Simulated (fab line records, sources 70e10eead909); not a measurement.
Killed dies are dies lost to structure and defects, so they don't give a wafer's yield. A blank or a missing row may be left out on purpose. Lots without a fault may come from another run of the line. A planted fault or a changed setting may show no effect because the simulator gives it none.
A struck lot beside a sound one | flow nand_harc | 15 steps out of a route of 1159
Sound: wafers L954.1, L954.2, L954.3. Struck: wafers L962.1, L962.2, L962.4. The cause comes at the end.
At each step with rows: each side's tool, then ch and its chambers, then its first start. Under that, the readings that differ: sound wafers | struck wafers | difference of the means | sigmas: that difference in standard deviations of wafers without a fault.
alike: readings whose means differ by less than 2 such deviations, and words and numbers that are the same on both sides. not compared: withheld readings, readings that some wafer has no value for, bounds like >300 that may hide the same value, and numbers for which the record gives no deviation and whose values overlap.
The two part at a step that has a row with sigmas, a row that says differs or no value, or rows on one side only. Numbers that don't overlap but have no deviation are shown without sigmas and don't part them. A reading that every wafer of one side lacks parts them only if that side has two wafers or more.

first, 6 steps without rows for these wafers: NHARC_A_CONTACT_COAT_63 (resist thk 90 nm); NHARC_A_CONTACT_SOFTBAKE_64 (time 55 s); NHARC_A_CONTACT_EBR_65; NHARC_A_CONTACT_EXPOSE_66 (exposes mask A CC 2); NHARC_A_CONTACT_PEB_67 (peb time 65 s); NHARC_A_CONTACT_DEVELOP_68 (develop time 35 s).
NHARC_A_CONTACT_CD_MEAS_69: target cd 200 nm.
  sound on cd_sem-03 ch 0, day 18 05:06; struck on cd_sem-02 ch 0, day 20 05:55
  alike: cd_nm
NHARC_A_CONTACT_OVL_MEAS_70:
  sound on overlay-02, day 18 05:11; struck on overlay-01, day 20 05:59
  reading           | sound          | struck        | difference | sigmas
  overlay_y_nm (nm) | -1.6 -1.7 -2.0 | -0.4 0.2 -0.2 | +1.6       | +2
  alike: overlay_x_nm
NHARC_A_CONTACT_INSPECT_71:
  sound on defect_inspect-02, day 18 05:13; struck on defect_inspect-02, day 20 06:02
  alike: raw_defect_count
NHARC_A_CONTACT_DESCUM_74: chemistry O2, time 3 s.
  sound on rie_diel-03 ch 0,1,2, day 18 05:17; struck on rie_diel-06 ch 1,2,3, day 20 06:05
  reading                | sound | struck   | difference | sigmas
  rf_hours_counter_h (h) | 2 3 3 | 15 14 15 | +12        |
  alike: chamber_pressure_mTorr, drypump_motor_current_A, o2_flow_sccm, oes_product_au, rf_vpp_V, showerhead_plenum_p_Torr, throttle_valve_pct
NHARC_A_CONTACT_ETCH_75: etches the open film in CF4, target depth 39 nm, time 65 s.
  sound on rie_diel-03 ch 1,2,3, day 18 05:22; struck on rie_diel-06 ch 0,2,3, day 20 06:11
  reading                | sound | struck   | difference | sigmas
  rf_hours_counter_h (h) | 3 3 1 | 15 14 15 | +12        |
  alike: bias_w, cf4_flow_sccm, chamber_pressure_mTorr, drypump_motor_current_A, oes_product_au, rf_vpp_V, showerhead_plenum_p_Torr, throttle_valve_pct
NHARC_A_CONTACT_ETCH_76: etches the open film in N2/H2, target depth 260 nm, time 475.3 s.
  sound on rie_diel-03 ch 0,2,3; struck on rie_diel-06 ch 0,1,3
  reading                | sound | struck   | difference | sigmas
  rf_hours_counter_h (h) | 3 2 1 | 14 15 14 | +12        |
  alike: bias_w, chamber_pressure_mTorr, drypump_motor_current_A, oes_product_au, rf_vpp_V, showerhead_plenum_p_Torr, throttle_valve_pct
NHARC_A_CONTACT_ETCH_77: etches the open film in CF4/CHF3, target depth 72.6 nm, time 36.3 s.
  sound on rie_diel-03 ch 0,2,3, day 18 05:49; struck on rie_diel-06 ch 0,2,3, day 20 06:37
  no value came back on the struck wafers for any of 9 readings (bias_w (W), cf4_flow_sccm (sccm) and others); on the sound wafers bias_w (W) reads 200.7 200.1 199.3
NHARC_A_CONTACT_ETCH_78: etches the open film in O2/COS, target depth 2800 nm, time 728 s.
  sound on rie_diel-03 ch 0,2,3; struck on rie_diel-06 ch 0,1,2
  reading                | sound | struck   | difference | sigmas
  rf_hours_counter_h (h) | 3 1 3 | 14 15 15 | +12        |
  alike: bias_w, chamber_pressure_mTorr, drypump_motor_current_A, o2_flow_sccm, oes_product_au, rf_vpp_V, showerhead_plenum_p_Torr, throttle_valve_pct
-- the record jumps here: 2 days lie between the struck wafers' starts before and after (it left off in module A_CONTACT and takes up again in module END, whose first step shown is number 1159 of the route) --
NHARC_END_SORT_01:
  the record has rows for the struck wafers here (prober-01 ch 0, day 22 17:47) and none for the sound ones

WHERE THEY PART
First at NHARC_A_CONTACT_OVL_MEAS_70; last, within this record, at NHARC_END_SORT_01.

WHY: what the simulator had put in
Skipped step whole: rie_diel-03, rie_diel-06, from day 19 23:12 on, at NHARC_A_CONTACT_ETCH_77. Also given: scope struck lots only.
